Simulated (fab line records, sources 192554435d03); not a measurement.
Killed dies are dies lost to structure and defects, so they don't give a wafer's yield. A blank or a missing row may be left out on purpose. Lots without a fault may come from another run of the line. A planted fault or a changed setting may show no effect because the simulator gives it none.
Which tool did it? | flow n5_finfet | 24 lots, 72 wafers sampled, at 3 steps of a route of 1938

WHAT THE GAUGES READ, wafer by wafer
N5_BEOL_M1_OVL_MEAS_12.
lot  | measured     | on         | M1_OVL (nm)
L074 | day 6 04:19  | overlay-01 | 0.0 -0.3 0.6
L075 | day 6 13:51  | overlay-02 | -0.4 -0.3 0.2
L076 | day 6 17:05  | overlay-02 | 0.7 -0.1 -0.6
L077 | day 6 21:53  | overlay-01 | -0.1 1.0 0.7
L078 | day 7 01:43  | overlay-01 | 0.8 0.7 -0.1
L079 | day 7 12:05  | overlay-02 | 1.9 1.7 0.7
L080 | day 7 12:21  | overlay-02 | -0.2 -0.2 -0.8
L081 | day 7 20:56  | overlay-01 | -0.4 0.9 0.5
L082 | day 7 23:38  | overlay-01 | 1.2 0.4 0.3
L083 | day 8 11:13  | overlay-01 | 0.6 0.4 0.2
L085 | day 8 17:13  | overlay-02 | 0.4 -0.1 0.1
L084 | day 8 19:23  | overlay-02 | 0.9 1.7 0.0
L086 | day 9 02:47  | overlay-02 | 1.2 1.1 0.3
L087 | day 9 07:20  | overlay-01 | 1.1 0.8 0.2
L088 | day 9 13:01  | overlay-01 | 0.7 0.1 1.1
L089 | day 9 19:20  | overlay-02 | 0.4 -0.9 1.2
L090 | day 10 02:08 | overlay-01 | 0.5 0.2 0.3
L091 | day 10 07:36 | overlay-02 | 1.5 1.2 0.8
L092 | day 10 12:57 | overlay-01 | 0.6 0.8 0.2
L093 | day 10 18:08 | overlay-02 | 1.4 -0.2 0.9
L094 | day 11 07:04 | overlay-01 | 0.7 1.0 0.2
L095 | day 11 11:49 | overlay-02 | 0.0 0.9 1.2
L096 | day 11 15:35 | overlay-02 | 0.5 1.3 1.5
L097 | day 12 00:59 | overlay-01 | 0.8 0.5 1.3

WHICH TOOL RAN EACH LOT (tool, then ch and the chambers of the sampled wafers, then the start)
lot  | N5_BEOL_M0_ANNEAL_133        | N5_BEOL_M1_PECVD_72
L074 | pvd_sputter-03, day 6 01:52  | pecvd-02 ch 0,2, day 6 03:14
L075 | pvd_sputter-01, day 6 11:16  | pecvd-02 ch 0,2, day 6 12:45
L076 | pvd_sputter-01, day 6 13:13  | pecvd-02 ch 0,2, day 6 14:47
L077 | pvd_sputter-01, day 6 18:10  | pecvd-01 ch 0,1,2, day 6 19:50
L078 | pvd_sputter-02, day 6 21:21  | pecvd-04 ch 0,1,2, day 6 22:53
L079 | pvd_sputter-02, day 7 09:38  | pecvd-02 ch 0,2, day 7 11:01
L080 | pvd_sputter-02, day 7 10:10  | pecvd-01 ch 0,1, day 7 11:32
L081 | pvd_sputter-01, day 7 18:49  | pecvd-04 ch 0,1, day 7 20:25
L082 | pvd_sputter-03, day 7 21:38  | pecvd-01 ch 0,1,2, day 7 23:02
L083 | pvd_sputter-03, day 8 07:47  | pecvd-02 ch 0,1,2, day 8 09:26
L085 | pvd_sputter-01, day 8 15:13  | pecvd-01 ch 0,2, day 8 16:35
L084 | pvd_sputter-01, day 8 16:08  | pecvd-01 ch 1,2, day 8 17:30
L086 | pvd_sputter-03, day 8 23:12  | pecvd-04 ch 0,1, day 9 00:34
L087 | pvd_sputter-01, day 9 04:32  | pecvd-02 ch 0,1, day 9 06:12
L088 | pvd_sputter-03, day 9 10:24  | pecvd-02 ch 0,1,2, day 9 11:50
L089 | pvd_sputter-03, day 9 15:35  | pecvd-04 ch 0,1, day 9 17:11
L090 | pvd_sputter-03, day 9 23:23  | pecvd-02 ch 0,1, day 10 00:46
L091 | pvd_sputter-03, day 10 04:38 | pecvd-04 ch 0,1, day 10 06:22
L092 | pvd_sputter-01, day 10 10:25 | pecvd-04 ch 0,1, day 10 11:49
L093 | pvd_sputter-03, day 10 15:30 | pecvd-04 ch 0,1, day 10 16:52
L094 | pvd_sputter-02, day 11 04:53 | pecvd-01 ch 0,1,2, day 11 06:16
L095 | pvd_sputter-02, day 11 09:41 | pecvd-04 ch 1,2, day 11 11:04
L096 | pvd_sputter-03, day 11 12:49 | pecvd-02 ch 0,1,2, day 11 14:11
L097 | pvd_sputter-03, day 11 22:00 | pecvd-04 ch 1,2, day 12 00:17
- N5_BEOL_M0_ANNEAL_133: time 60 s.
- N5_BEOL_M1_PECVD_72: deposits SiO2 from TEOS/O2, target thk 16 nm, time 18 s.

WHAT THE TOOLS THEMSELVES READ (means of the sampled wafers that have a number; where no wafer has one, the mark that the record gives instead)
N5_BEOL_M0_ANNEAL_133.
lot  | tool           | heater_power_w (W) | susceptor_temp_C_max
L074 | pvd_sputter-03 | 865                | 400.8
L075 | pvd_sputter-01 | 901                | 400.8
L076 | pvd_sputter-01 | 804                | 400.7
L077 | pvd_sputter-01 | 753                | 401.0
L078 | pvd_sputter-02 | 866                | 400.9
L079 | pvd_sputter-02 | 911                | 400.9
L080 | pvd_sputter-02 | 830                | 400.8
L081 | pvd_sputter-01 | 761                | 400.7
L082 | pvd_sputter-03 | 905                | 401.0
L083 | pvd_sputter-03 | 862                | 401.1
L085 | pvd_sputter-01 | 801                | 400.8
L084 | pvd_sputter-01 | 810                | 401.1
L086 | pvd_sputter-03 | 822                | 400.8
L087 | pvd_sputter-01 | 801                | 400.8
L088 | pvd_sputter-03 | 844                | 401.4
L089 | pvd_sputter-03 | 839                | 400.7
L090 | pvd_sputter-03 | 838                | 400.9
L091 | pvd_sputter-03 | 838                | 400.7
L092 | pvd_sputter-01 | 794                | 400.7
L093 | pvd_sputter-03 | 869                | 401.0
L094 | pvd_sputter-02 | 930                | 401.2
L095 | pvd_sputter-02 | 889                | 400.9
L096 | pvd_sputter-03 | 815                | 400.7
L097 | pvd_sputter-03 | 811                | 400.8

N5_BEOL_M1_PECVD_72.
lot  | tool     | heater_power_outer_w (W) | heater_power_w (W) | showerhead_plenum_p_Torr (Torr) | throttle_valve_pct (%)
L074 | pecvd-02 | 395                      | 656                | 8.70                            | 21.5
L075 | pecvd-02 | 379                      | 637                | 8.70                            | 21.4
L076 | pecvd-02 | 404                      | 659                | 8.70                            | 21.5
L077 | pecvd-01 | 418                      | 736                | 8.71                            | 21.7
L078 | pecvd-04 | 523                      | 877                | 8.79                            | 23.7
L079 | pecvd-02 | 446                      | 727                | 8.73                            | 21.8
L080 | pecvd-01 | 439                      | 780                | 8.75                            | 22.3
L081 | pecvd-04 | 543                      | 958                | 8.83                            | 24.2
L082 | pecvd-01 | 433                      | 742                | 8.75                            | 21.7
L083 | pecvd-02 | 422                      | 698                | 8.79                            | 21.9
L085 | pecvd-01 | 393                      | 691                | 8.71                            | 21.9
L084 | pecvd-01 | 427                      | 723                | 8.72                            | 21.0
L086 | pecvd-04 | 551                      | 917                | 8.81                            | 23.7
L087 | pecvd-02 | 436                      | 709                | 8.86                            | 22.6
L088 | pecvd-02 | 393                      | 649                | 8.78                            | 22.0
L089 | pecvd-04 | 561                      | 918                | 8.81                            | 23.7
L090 | pecvd-02 | 445                      | 720                | 8.86                            | 22.5
L091 | pecvd-04 | 503                      | 850                | 8.81                            | 23.7
L092 | pecvd-04 | 445                      | 792                | 8.83                            | 24.4
L093 | pecvd-04 | 471                      | 836                | 8.81                            | 24.3
L094 | pecvd-01 | 429                      | 746                | 8.74                            | 21.7
L095 | pecvd-04 | 446                      | 824                | 8.79                            | 23.7
L096 | pecvd-02 | 412                      | 674                | 8.80                            | 22.2
L097 | pecvd-04 | 499                      | 886                | 8.79                            | 23.5

THE ANSWER, worked out from the rows above alone
Rule: what is usual is taken from the lots themselves. Put in order of their means at a reading, lots are off if they are a third of the lots or fewer, leave a main group of 4 or more, and stand apart from it by a gap of 3 or more times the standard deviation of the main group's means; of several such gaps the widest counts. A main group whose means are all the same, to the digits that the tables above print for the reading, isn't used. A lot without any number at a reading at which 4 lots or more have one is off too. The other lots that the step has rows for count as sound. The gauges are gone through in route order, then the tools' own readings, and for those a lot's mean is taken as printed above. The first step at which some lot is off is used, and at that step the reading that is off furthest; a lot without a number counts as furthest.
No lot is off at any reading shown: from this, nothing can be told.

WHAT THE SIMULATOR HAD PUT IN
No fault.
